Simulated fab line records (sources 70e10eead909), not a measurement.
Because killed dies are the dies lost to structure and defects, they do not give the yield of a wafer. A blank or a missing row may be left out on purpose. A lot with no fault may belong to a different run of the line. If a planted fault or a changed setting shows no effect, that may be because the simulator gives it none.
Which tool was responsible?    flow nand-harc    39 wafers from 13 lots sampled at 4 of the route's 1302 steps

WHAT THE GAUGES SHOWED, per wafer
NHARC_A_ONON_D2_THK_MEAS_05: measures by ellipsometry.
lot   measured      on             thk-nm (nm)
L612  day 12 22:02  film-metro-01  1004 1003 1004
L611  day 12 22:09  film-metro-02  1005 1003 1005
L613  day 13 18:02  film-metro-02  999 1000 1000
L614  day 14 01:59  film-metro-01  990 993 992
L616  day 14 19:51  film-metro-01  987 986 987
L617  day 15 11:40  film-metro-01  997 998 998
L618  day 15 11:35  film-metro-01  995 995 995
L626  day 19 06:07  film-metro-02  1006 1005 1006
L627  day 19 13:49  film-metro-01  987 988 990
L629  day 20 05:37  film-metro-01  996 995 996
L630  day 20 05:58  film-metro-01  988 988 988
L632  day 21 01:27  film-metro-02  1011 1013 1011
L633  day 21 18:19  film-metro-01  1009 1007 1010

NHARC_A_ONON_D2_THK_MEAS_27: measures by ellipsometry.
lot   measured      on             thk-nm (nm)
L612  day 13 08:46  film-metro-02  1003 1002 1000
L611  day 13 08:46  film-metro-01  1004 1004 1007
L613  day 14 07:44  film-metro-02  1014 1014 1015
L614  day 14 12:50  film-metro-02  999 999 997
L616  day 15 06:58  film-metro-01  1010 1011 1010
L617  day 15 22:21  film-metro-01  1001 1000 1002
L618  day 15 22:21  film-metro-02  563 1008 562
L626  day 19 17:07  film-metro-02  1020 1020 1021
L627  day 20 01:22  film-metro-01  988 990 990
L629  day 20 17:01  film-metro-02  1006 1006 1005
L630  day 20 17:01  film-metro-01  1000 999 998
L632  day 21 13:19  film-metro-01  1000 1000 999
L633  day 22 05:02  film-metro-02  1008 1008 1008

TOOL THAT RAN EACH LOT (tool first, then ch and the chambers of the sampled wafers, then the start)
lot   NHARC_A_DECK1_JOINT_CMP_02     NHARC_A_ONON_D2_DEP_25
L612  cmp-04 ch 2,3, day 12 20:09    pecvd-onon-04 ch 0, day 13 08:15
L611  cmp-03 ch 1,2, day 12 20:12    pecvd-onon-01 ch 0, day 13 08:19
L613  cmp-03 ch 1,2, day 13 16:12    pecvd-onon-01 ch 0, day 14 07:16
L614  cmp-01 ch 0,2,3, day 14 00:08  pecvd-onon-04 ch 0, day 14 12:20
L616  cmp-03 ch 0,1, day 14 18:02    pecvd-onon-04 ch 0, day 15 06:32
L617  cmp-04 ch 0,1,2, day 15 09:47  pecvd-onon-01 ch 0, day 15 21:50
L618  cmp-03 ch 0,1,2, day 15 09:47  pecvd-onon-04 ch 0, day 15 21:51
L626  cmp-03 ch 0,2, day 19 03:47    pecvd-onon-03 ch 0, day 19 16:36
L627  cmp-03 ch 0,3, day 19 11:58    pecvd-onon-04 ch 0, day 20 00:52
L629  cmp-04 ch 0,1,2, day 20 03:35  pecvd-onon-04 ch 0, day 20 16:37
L630  cmp-01 ch 2,3, day 20 03:46    pecvd-onon-03 ch 0, day 20 16:30
L632  cmp-04 ch 0,3, day 20 23:35    pecvd-onon-01 ch 0, day 21 12:48
L633  cmp-04 ch 1,2,3, day 21 16:26  pecvd-onon-04 ch 0, day 22 04:39
- NHARC_A_DECK1_JOINT_CMP_02: polishes SiOx.
- NHARC_A_ONON_D2_DEP_25: target thk 1000 nm.

AS READ BY THE TOOLS THEMSELVES (means over the sampled wafers that have a number; for cases with no such wafer, the mark the record gives instead)
NHARC_A_DECK1_JOINT_CMP_02.
lot   tool    motor-current-A (A)
L612  cmp-04  11.8
L611  cmp-03  11.1
L613  cmp-03  11.3
L614  cmp-01  13.3
L616  cmp-03  12.7
L617  cmp-04  13.3
L618  cmp-03  12.9
L626  cmp-03  13.1
L627  cmp-03  15.0
L629  cmp-04  13.1
L630  cmp-01  12.6
L632  cmp-04  12.1
L633  cmp-04  12.8

THE ANSWER, worked out from the rows above alone
Rule: what is usual is taken from the lots themselves. Put in order of their means at a reading, lots are off if they are a third of the lots or fewer, leave a main group of 4 or more, and stand apart from it by a gap of 3 or more times the standard deviation of the main group's means; of several such gaps the widest counts. A main group is skipped when, at the precision printed for the reading in the tables above, its means are all equal. Also off: a lot with no number at a reading for which 4 or more lots have one. The other lots that the step has rows for count as sound. After the gauges, taken in route order, come the tools' own readings; for these a lot's mean is taken, as printed above. At the first step where some lot is off, the reading lying furthest off is the one used; lots without a number count as furthest.
Off, at NHARC_A_ONON_D2_THK_MEAS_27 on thk-nm: L618. For the main group the mean is 1004 nm and the standard deviation 7.8.
If a tool, at a process step before that reading, ran all the lots that are off and no sound lot after the first of them, it fits. Gauges at NHARC_A_ONON_D2_THK_MEAS_27: tried the same way as those tools. No candidate that was tried fits.

WHAT THE SIMULATOR PUT IN
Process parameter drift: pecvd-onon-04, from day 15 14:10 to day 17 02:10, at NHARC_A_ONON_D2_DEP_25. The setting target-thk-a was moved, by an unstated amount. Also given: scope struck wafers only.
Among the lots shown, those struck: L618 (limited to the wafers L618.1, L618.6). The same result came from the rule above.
